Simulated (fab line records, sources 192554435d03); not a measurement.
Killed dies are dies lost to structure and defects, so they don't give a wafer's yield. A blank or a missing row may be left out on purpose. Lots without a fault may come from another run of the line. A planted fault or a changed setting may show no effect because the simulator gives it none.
A sampling plan put to the test | flow n5_finfet | one fab line, 19 faults that these records tell of, each judged on the records of the lots that it struck
The plan is the line's own looks: the steps of the route at which a gauge or an inspection reads the wafer and doesn't change it. A look can be judged if struck wafers have a number there and the file gives its usual mean and standard deviation on fault-free wafers. Caught: at a look after the fault's first step, the mean of the struck wafers lies 4 or more of those standard deviations (sigma) from the usual mean. On the tool: the same test on the tool's own readings at the fault's steps. Another recipe on the struck wafers, or a record that is blank for them alone, also counts as caught.

THE FAULTS, as the simulator had put them in
1. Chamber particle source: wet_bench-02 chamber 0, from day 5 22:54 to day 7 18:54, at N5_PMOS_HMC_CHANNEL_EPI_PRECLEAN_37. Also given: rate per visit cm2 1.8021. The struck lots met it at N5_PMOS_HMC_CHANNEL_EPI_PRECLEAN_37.
2. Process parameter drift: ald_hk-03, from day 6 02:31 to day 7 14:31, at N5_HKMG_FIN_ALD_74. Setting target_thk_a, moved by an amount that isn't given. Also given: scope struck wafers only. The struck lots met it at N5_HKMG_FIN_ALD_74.
3. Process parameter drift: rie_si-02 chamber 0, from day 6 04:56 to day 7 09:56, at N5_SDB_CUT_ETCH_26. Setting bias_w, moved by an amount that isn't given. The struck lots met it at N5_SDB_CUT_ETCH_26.
4. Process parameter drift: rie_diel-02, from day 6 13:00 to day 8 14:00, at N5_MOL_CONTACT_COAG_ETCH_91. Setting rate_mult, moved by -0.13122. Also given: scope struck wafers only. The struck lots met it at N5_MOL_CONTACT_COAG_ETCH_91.
5. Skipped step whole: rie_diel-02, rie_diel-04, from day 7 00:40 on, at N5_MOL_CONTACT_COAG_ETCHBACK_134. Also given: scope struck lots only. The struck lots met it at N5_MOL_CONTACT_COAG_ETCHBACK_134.
6. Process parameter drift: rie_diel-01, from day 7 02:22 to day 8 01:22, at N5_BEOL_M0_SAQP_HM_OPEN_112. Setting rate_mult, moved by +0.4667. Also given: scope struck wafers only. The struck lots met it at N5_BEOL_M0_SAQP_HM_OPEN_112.
7. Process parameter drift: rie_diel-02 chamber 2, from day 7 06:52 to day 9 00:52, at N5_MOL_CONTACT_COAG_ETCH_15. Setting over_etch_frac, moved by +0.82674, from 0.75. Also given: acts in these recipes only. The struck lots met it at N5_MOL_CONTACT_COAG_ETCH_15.
8. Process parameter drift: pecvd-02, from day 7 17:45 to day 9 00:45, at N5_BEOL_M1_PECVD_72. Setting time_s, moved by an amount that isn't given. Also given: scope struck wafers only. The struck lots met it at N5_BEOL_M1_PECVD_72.
9. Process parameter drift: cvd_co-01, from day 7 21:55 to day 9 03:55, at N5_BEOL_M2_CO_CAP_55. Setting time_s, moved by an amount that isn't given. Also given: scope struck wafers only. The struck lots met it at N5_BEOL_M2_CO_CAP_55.
10. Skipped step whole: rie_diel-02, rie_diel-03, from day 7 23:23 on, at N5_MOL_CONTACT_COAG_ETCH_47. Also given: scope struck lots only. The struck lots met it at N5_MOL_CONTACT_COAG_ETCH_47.
11. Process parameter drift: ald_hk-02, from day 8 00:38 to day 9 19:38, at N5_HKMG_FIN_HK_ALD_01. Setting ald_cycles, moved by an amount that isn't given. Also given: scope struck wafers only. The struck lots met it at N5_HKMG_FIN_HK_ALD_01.
12. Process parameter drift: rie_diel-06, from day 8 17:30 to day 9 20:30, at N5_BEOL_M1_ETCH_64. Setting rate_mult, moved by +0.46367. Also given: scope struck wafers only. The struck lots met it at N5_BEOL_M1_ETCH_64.
13. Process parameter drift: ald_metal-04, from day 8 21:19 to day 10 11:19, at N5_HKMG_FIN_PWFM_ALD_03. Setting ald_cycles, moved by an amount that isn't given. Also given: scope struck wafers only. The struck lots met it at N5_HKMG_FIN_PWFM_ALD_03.
14. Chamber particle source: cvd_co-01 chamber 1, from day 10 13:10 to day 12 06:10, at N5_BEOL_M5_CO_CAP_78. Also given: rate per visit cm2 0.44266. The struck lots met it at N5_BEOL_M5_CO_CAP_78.
15. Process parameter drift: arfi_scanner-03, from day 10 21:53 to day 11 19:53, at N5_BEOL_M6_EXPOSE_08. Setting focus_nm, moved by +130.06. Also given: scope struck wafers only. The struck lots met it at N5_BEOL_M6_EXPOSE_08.
16. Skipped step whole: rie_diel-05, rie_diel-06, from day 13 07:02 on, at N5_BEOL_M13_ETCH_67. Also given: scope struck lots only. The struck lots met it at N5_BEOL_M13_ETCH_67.
17. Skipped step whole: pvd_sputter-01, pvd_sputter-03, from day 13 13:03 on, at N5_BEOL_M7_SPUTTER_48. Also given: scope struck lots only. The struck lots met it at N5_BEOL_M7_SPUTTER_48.
18. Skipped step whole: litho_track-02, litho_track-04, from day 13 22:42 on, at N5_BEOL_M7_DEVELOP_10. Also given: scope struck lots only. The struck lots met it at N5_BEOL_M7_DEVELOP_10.
19. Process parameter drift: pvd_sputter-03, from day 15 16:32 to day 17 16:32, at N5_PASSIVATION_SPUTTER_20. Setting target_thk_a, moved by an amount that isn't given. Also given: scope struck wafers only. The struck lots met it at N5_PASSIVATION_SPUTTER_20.

WHAT THE PLAN SAW
fault | on the tool itself                               | first look that catches it                      | reading, sigma                                      | median hours from its first step to that look | hours from the fault's start to the first struck lot there | judged looks passed uncaught
1     | no reading that can be judged                    | N5_PMOS_HMC_CHANNEL_EPI_INSPECT_30              | raw_defect_count +99 or beyond                      | 0.5                                           | 3                                                          | 0
2     | only faintly: heater_power_w +2.0 sigma          | N5_BEOL_M4_RC_MEAS_101                          | VT_P -4.7                                           | 139.2                                         | 164                                                        | 0
3     | only faintly: chamber_pressure_mTorr -2.7 sigma  | not the one look that can be judged after it    | -                                                   | -                                             | -                                                          | 1
4     | under 2 sigma                                    | not the one look that can be judged after it    | -                                                   | -                                             | -                                                          | 1
5     | the tool's record is blank for the struck wafers | no look after it can be judged                  | -                                                   | -                                             | -                                                          | 0
6     | under 2 sigma                                    | not the one look that can be judged after it    | -                                                   | -                                             | -                                                          | 1
7     | under 2 sigma                                    | not the one look that can be judged after it    | -                                                   | -                                             | -                                                          | 1
8     | under 2 sigma                                    | not the one look that can be judged after it    | -                                                   | -                                             | -                                                          | 1
9     | run_length_s +54 sigma                           | not the one look that can be judged after it    | -                                                   | -                                             | -                                                          | 1
10    | the tool's record is blank for the struck wafers | not the one look that can be judged after it    | -                                                   | -                                             | -                                                          | 1
11    | under 2 sigma                                    | N5_HKMG_FIN_THK_MEAS_70                         | HK_THK -20                                          | 3.9                                           | 16                                                         | 0
12    | under 2 sigma                                    | none of the 3 looks that can be judged after it | strongest: cd_nm at N5_BEOL_M1_CD_MEAS_18, +3.3     | -                                             | -                                                          | 3
13    | under 2 sigma                                    | not the one look that can be judged after it    | strongest: VT_P_LVT at N5_BEOL_M4_RC_MEAS_101, +3.4 | -                                             | -                                                          | 1
14    | under 2 sigma                                    | N5_BEOL_M5_INSPECT_58                           | raw_defect_count +9.9                               | 0.2                                           | 18                                                         | 0
15    | under 2 sigma                                    | N5_BEOL_M6_CD_MEAS_11                           | cd_nm -4.3                                          | 0.1                                           | 2                                                          | 0
16    | the tool's record is blank for the struck wafers | no look after it can be judged                  | -                                                   | -                                             | -                                                          | 0
17    | the tool's record is blank for the struck wafers | no look after it can be judged                  | -                                                   | -                                             | -                                                          | 0
18    | no reading that can be judged                    | no look after it can be judged                  | -                                                   | -                                             | -                                                          | 0
19    | under 2 sigma                                    | no look after it can be judged                  | -                                                   | -                                             | -                                                          | 0
A dash: the fault isn't caught, or these records don't give the number.

Caught at a look: 5 of 19. Caught on the tool: 5 of 19. By one or the other: 10 of 19.
Caught on the tool alone: faults 5, 9, 10, 16, 17.
Caught at a look alone: faults 1, 2, 11, 14, 15.
Caught by neither: faults 3, 4, 6, 7, 8, 12, 13, 18, 19.

THINNER SAMPLING
If the look that catches a fault measured only every second or every third lot, by lot number, the first struck lot would be measured this late in the worst case:
fault | struck lots at that look, in order of time | every lot | every second lot | every third lot
1     | L562                                       | 3 h       | may miss it      | may miss it
2     | L220                                       | 164 h     | may miss it      | may miss it
11    | L278                                       | 16 h      | may miss it      | may miss it
14    | L822                                       | 18 h      | may miss it      | may miss it
15    | L583, L585                                 | 2 h       | may miss all 2   | may miss all 2
Hours are from the fault's start to the first struck lot that is measured. The limit of 4 sigma was tested on all struck wafers together, so one lot alone may lie under it. Other struck lots may not be in these records.

THE LONGEST TIMED WAY FROM STEP TO LOOK
Fault 2: a median of 139.2 hours passes between N5_HKMG_FIN_ALD_74 and N5_BEOL_M4_RC_MEAS_101. No look between them can be judged.
